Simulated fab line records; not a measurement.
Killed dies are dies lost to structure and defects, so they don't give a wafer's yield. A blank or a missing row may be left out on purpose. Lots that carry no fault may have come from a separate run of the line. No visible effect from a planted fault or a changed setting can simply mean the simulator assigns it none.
Which of the tools did it? + flow n5_finfet + 9 lots, 25 wafers sampled, at 5 steps of a route of 1938

## WHAT EACH GAUGE READ, for each wafer
N5_BEOL_M4_RC_MEAS_101. Usual: DIBL_N 36.3 mV/V, standard deviation 1.1; DIBL_P 36.3 mV/V, standard deviation 1.4; IOFF_N 0.155 nA/um, standard deviation 0.019; IOFF_P 0.211 nA/um, standard deviation 0.027; ION_N 672 uA/um, standard deviation 8.5; ION_P 462 uA/um, standard deviation 5.8; SS_N 71.5 mV/dec, standard deviation 0.56; SS_P 73.3 mV/dec, standard deviation 0.52; VT_N 249.9 mV, standard deviation 2.5; VT_P -249.8 mV, standard deviation 2.8.
| lot  | measured     | on        | DIBL_N (mV/V)  | DIBL_P (mV/V)  | IOFF_N (nA/um)    | IOFF_P (nA/um)    | ION_N (uA/um) | ION_P (uA/um) | SS_N (mV/dec)  | SS_P (mV/dec)  | VT_N (mV)         | VT_P (mV)            | flag |
|------|--------------|-----------|----------------|----------------|-------------------|-------------------|---------------|---------------|----------------|----------------|-------------------|----------------------|------|
| L312 | day 10 22:22 | prober-01 | 37.2 36.5 35.9 | 37.1 36.6 35.2 | 0.172 0.161 0.140 | 0.244 0.243 0.227 | 676 672 669   | 472 467 469   | 71.9 71.8 71.0 | 73.9 73.0 72.7 | 248.4 247.0 252.1 | -244.4 -247.3 -248.4 |      |
| L314 | day 11 17:12 | prober-01 | 38.0 37.0 37.8 | 36.8 36.1 36.5 | 0.165 0.151 0.166 | 0.207 0.196 0.200 | 667 676 680   | 454 456 455   | 71.7 70.8 71.3 | 73.4 72.4 73.5 | 248.1 249.1 249.3 | -253.2 -252.9 -253.1 |      |
| L317 | day 13 23:12 | prober-02 | 35.9 35.7 35.2 | 36.0 35.8 35.6 | 0.138 0.138 0.128 | 0.162 0.165 0.158 | 662 671 668   | 451 455 456   | 71.5 71.1 70.8 | 73.4 72.9 72.3 | 250.9 253.8 255.3 | -255.3 -253.9 -256.4 |      |
| L320 | day 14 23:47 | prober-01 | 34.7 36.8 35.3 | 33.6 35.7 34.6 | 0.137 0.175 0.146 | 0.184 0.211 0.197 | 666 667 665   | 458 453 458   | 70.4 71.2 70.7 | 72.8 73.8 73.1 | 250.3 248.7 248.0 | -251.3 -250.6 -250.7 |      |
| L324 | day 15 15:35 | prober-01 | 35.4 35.7      | 36.2 37.6      | 0.143 0.146       | 0.196 0.219       | 665 669       | 461 463       | 71.9 71.4      | 73.2 73.5      | 253.8 252.3       | -252.5 -248.9        |      |
| L326 | day 17 01:21 | prober-02 | 38.3 37.5 36.9 | 37.3 35.8 35.6 | 0.176 0.154 0.149 | 0.236 0.206 0.204 | 677 680 669   | 462 465 457   | 71.2 71.6 71.5 | 73.9 73.1 73.6 | 245.9 252.5 250.5 | -248.3 -249.6 -249.6 |      |
| L328 | day 17 06:41 | prober-02 | 40.0 37.1      | 40.9 37.2      | 0.228 0.171       | 0.301 0.236       | 699 677       | 479 471       | 72.5 71.1      | 74.0 73.1      | 242.9 246.3       | -244.8 -247.0        |      |
| L330 | day 17 17:07 | prober-01 | 35.6 36.3 36.0 | 35.2 34.7 35.2 | 0.158 0.159 0.158 | 0.210 0.200 0.205 | 682 666 675   | 464 459 458   | 72.1 72.0 71.3 | 73.3 73.4 73.0 | 248.2 249.2 249.8 | -248.4 -250.9 -249.2 |      |
| L331 | day 16 04:41 | prober-02 | 37.2 38.7 37.2 | 36.6 36.8 35.6 | 0.171 0.196 0.161 | 0.241 0.250 0.223 | 678 671 674   | 467 461 464   | 72.2 72.8 71.9 | 73.7 73.2 73.3 | 251.6 246.3 247.5 | -246.2 -246.9 -249.5 |      |

## WHICH TOOL RAN EACH LOT (tool, then ch and the chambers of the sampled wafers, then the start)
| lot  | N5_MOL_CONTACT_COAG_ETCH_105       | N5_MOL_CONTACT_COAG_CMP_23   | N5_MOL_CONTACT_COAG_ALD_27        | N5_MOL_CONTACT_COAG_CMP_28    |
|------|------------------------------------|------------------------------|-----------------------------------|-------------------------------|
| L312 | rie_diel-04 ch 1,2,3, day 5 15:16  | cmp-02 ch 0,1, day 5 21:48   | ald_sin-02 ch 1,2,3, day 5 22:38  | cmp-03 ch 0,1, day 6 00:11    |
| L314 | rie_diel-02 ch 0,1,3, day 6 05:07  | cmp-02 ch 0,2,3, day 6 10:07 | ald_sin-04 ch 1,3, day 6 10:56    | cmp-03 ch 0,1,3, day 6 12:32  |
| L317 | rie_diel-05 ch 1,3, day 7 03:06    | cmp-01 ch 0,2,3, day 7 10:54 | ald_sin-02 ch 1,2,3, day 7 11:46  | cmp-02 ch 0,1,2, day 7 13:20  |
| L320 | rie_diel-02 ch 1,2, day 7 17:53    | cmp-01 ch 0,1,3, day 7 23:59 | ald_sin-04 ch 0,2,3, day 8 00:41  | cmp-03 ch 0,2,3, day 8 02:22  |
| L324 | rie_diel-02 ch 1,3, day 8 17:12    | cmp-03 ch 0,2, day 8 23:12   | ald_sin-02 ch 1,2, day 8 23:57    | cmp-03 ch 0,2, day 9 01:38    |
| L326 | rie_diel-04 ch 0,1,3, day 9 05:31  | cmp-03 ch 0,3, day 9 11:37   | ald_sin-02 ch 1,2, day 9 12:28    | cmp-01 ch 1,2,3, day 9 14:07  |
| L328 | rie_diel-04 ch 1,2, day 9 15:11    | cmp-01 ch 0,1, day 9 20:32   | ald_sin-02 ch 1,2, day 9 21:58    | cmp-02 ch 0,1, day 9 22:55    |
| L330 | rie_diel-02 ch 0,1,2, day 10 05:43 | cmp-03 ch 1,3, day 10 09:37  | ald_sin-04 ch 1,2,3, day 10 10:29 | cmp-01 ch 0,3, day 10 12:02   |
| L331 | rie_diel-02 ch 0,3, day 10 15:49   | cmp-02 ch 1,3, day 10 19:34  | ald_sin-04 ch 0,3, day 10 21:37   | cmp-01 ch 0,2,3, day 10 23:13 |
- N5_MOL_CONTACT_COAG_ETCH_105: etches SiARC in CF4, target depth 15.6 nm, time 26 s.
- N5_MOL_CONTACT_COAG_CMP_23: polishes, stops on SiO2, t overpolish 1.5 s, target thk 0 nm.
- N5_MOL_CONTACT_COAG_ALD_27: deposits SiOC, target thk 17 nm, pulse time 1.5 s, time 2720 s.
- N5_MOL_CONTACT_COAG_CMP_28: polishes, stops on SiNx, t overpolish 0.85 s, target thk 14.522 nm.

## WHAT THE TOOLS THEMSELVES READ (means of the sampled wafers that have a number; where no wafer has one, the mark that the record gives instead)
N5_MOL_CONTACT_COAG_ETCH_105. Usual: value, then standard deviation, for each; bias_w 36.00 W / 0.11; drypump_motor_current_A 5.7 A / 0.39; etch_rf_on_time_s 26.2 s / 0.38; oes_product_au 0.66 a.u. / 0.073; rf_vpp_V 184.1 V / 1.3; showerhead_plenum_p_Torr 2.15 Torr / 0.078; throttle_valve_pct 15.70 % / 0.13.
| lot  | tool        | bias_w (W) | drypump_motor_current_A (A) | etch_rf_on_time_s (s) | oes_product_au (a.u.) | rf_vpp_V (V) | showerhead_plenum_p_Torr (Torr) | throttle_valve_pct (%) | flag |
|------|-------------|------------|-----------------------------|-----------------------|-----------------------|--------------|---------------------------------|------------------------|------|
| L312 | rie_diel-04 | 36.07      | 5.3                         | 25.8                  | 0.68                  | 184.5        | 2.14                            | 15.70                  |      |
| L314 | rie_diel-02 | 36.05      | 5.7                         | 26.2                  | 0.64                  | 183.6        | 2.11                            | 15.63                  |      |
| L317 | rie_diel-05 | 36.04      | 5.8                         | 26.6                  | 0.58                  | 182.9        | 2.09                            | 15.76                  |      |
| L320 | rie_diel-02 | 35.96      | 5.7                         | 25.9                  | 0.66                  | 184.7        | 2.23                            | 15.61                  |      |
| L324 | rie_diel-02 | 35.98      | 5.7                         | 26.6                  | 0.64                  | 183.1        | 2.14                            | 15.69                  |      |
| L326 | rie_diel-04 | 35.96      | 5.6                         | 26.0                  | 0.72                  | 184.7        | 2.19                            | 15.66                  |      |
| L328 | rie_diel-04 | 35.92      | 5.3                         | 26.2                  | 0.67                  | 183.1        | 2.10                            | 15.74                  |      |
| L330 | rie_diel-02 | 36.05      | 5.7                         | 26.1                  | 0.63                  | 184.0        | 2.17                            | 15.67                  |      |
| L331 | rie_diel-02 | 35.92      | 5.6                         | 26.7                  | 0.61                  | 182.9        | 2.04                            | 15.70                  |      |

N5_MOL_CONTACT_COAG_CMP_23. Usual: motor_current_A 8.1 A, standard deviation 1; overpolish_run_s 1.500 s, standard deviation 0.0081; time_to_endpoint_s 9.6 s, standard deviation 2.1.
| lot  | tool   | motor_current_A (A) | overpolish_run_s (s) | time_to_endpoint_s (s) | flag |
|------|--------|---------------------|----------------------|------------------------|------|
| L312 | cmp-02 | 8.1                 | 1.502                | 10.7                   |      |
| L314 | cmp-02 | 7.7                 | 1.505                | 8.9                    |      |
| L317 | cmp-01 | 8.8                 | 1.496                | 9.9                    |      |
| L320 | cmp-01 | 7.9                 | 1.493                | 9.6                    |      |
| L324 | cmp-03 | 7.5                 | 1.496                | 8.1                    |      |
| L326 | cmp-03 | 8.1                 | 1.495                | 8.9                    |      |
| L328 | cmp-01 | 7.2                 | 1.502                | 10.9                   |      |
| L330 | cmp-03 | 8.5                 | 1.499                | 8.2                    |      |
| L331 | cmp-02 | 7.8                 | 1.507                | 13.0                   |      |

N5_MOL_CONTACT_COAG_ALD_27. Usual: heater_power_w 824 W, standard deviation 75; precursor_pulse_height_rel 0.999, standard deviation 0.021; run_length_s 2769.9 s, standard deviation 0.66.
| lot  | tool       | heater_power_w (W) | precursor_pulse_height_rel | run_length_s (s) | flag |
|------|------------|--------------------|----------------------------|------------------|------|
| L312 | ald_sin-02 | 796                | 0.988                      | 2770.6           |      |
| L314 | ald_sin-04 | 917                | 0.997                      | 2769.8           |      |
| L317 | ald_sin-02 | 795                | 0.991                      | 2770.6           |      |
| L320 | ald_sin-04 | 872                | 1.008                      | 2769.6           |      |
| L324 | ald_sin-02 | 776                | 0.992                      | 3598.7           | OFF  |
| L326 | ald_sin-02 | 803                | 0.984                      | 3322.6           | OFF  |
| L328 | ald_sin-02 | 780                | 0.986                      | 4426.7           | OFF  |
| L330 | ald_sin-04 | 851                | 1.006                      | 2769.8           |      |
| L331 | ald_sin-04 | 911                | 1.001                      | 2769.4           |      |

N5_MOL_CONTACT_COAG_CMP_28. Usual: motor_current_A at 12.5 A, with a standard deviation of 1.4.
| lot  | tool   | motor_current_A (A) | flag |
|------|--------|---------------------|------|
| L312 | cmp-03 | 12.3                |      |
| L314 | cmp-03 | 12.5                |      |
| L317 | cmp-02 | 12.8                |      |
| L320 | cmp-03 | 12.3                |      |
| L324 | cmp-03 | 11.9                |      |
| L326 | cmp-01 | 12.3                |      |
| L328 | cmp-02 | 12.8                |      |
| L330 | cmp-01 | 13.0                |      |
| L331 | cmp-01 | 13.4                |      |

## THE ANSWER, worked out from the rows above alone
Rule: take the mean of a lot's wafers that have a number; if it is more than 3 standard deviations from the usual mean, the lot is off. Also off: a lot with no number at a reading for which 4 or more lots have one. Any other lot the step has rows for is counted as sound. Order of review: gauges by route order, followed by the tools' own readings, for which a lot's mean as printed above is used. The first step at which some lot is off is used, and at that step the reading that is off furthest; a lot without a number counts as furthest.
Off: L324, L326, L328, at N5_MOL_CONTACT_COAG_ALD_27 (run_length_s).
If a tool, at that step or one of the process steps before it, ran each lot that is off and ran no sound lot following the first of them, it fits. One fits: ald_sin-02 at N5_MOL_CONTACT_COAG_ALD_27. A fault onset in the window from L317 (day 7 11:46, its last sound lot) to L324 (day 8 23:57, its first lot off) fits.
The tool's own readings at N5_MOL_CONTACT_COAG_ALD_27 bear it out: on the lots that are off they differ by more than 5 times the standard deviation of the sound lots' means. run_length_s reads 3782.7 s there against 2770.0 s on the sound lots.

## WHAT HAD BEEN PUT IN BY THE SIMULATOR
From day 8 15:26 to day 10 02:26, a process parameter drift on ald_sin-02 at N5_MOL_CONTACT_COAG_ALD_27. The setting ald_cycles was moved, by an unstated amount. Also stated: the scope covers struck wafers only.
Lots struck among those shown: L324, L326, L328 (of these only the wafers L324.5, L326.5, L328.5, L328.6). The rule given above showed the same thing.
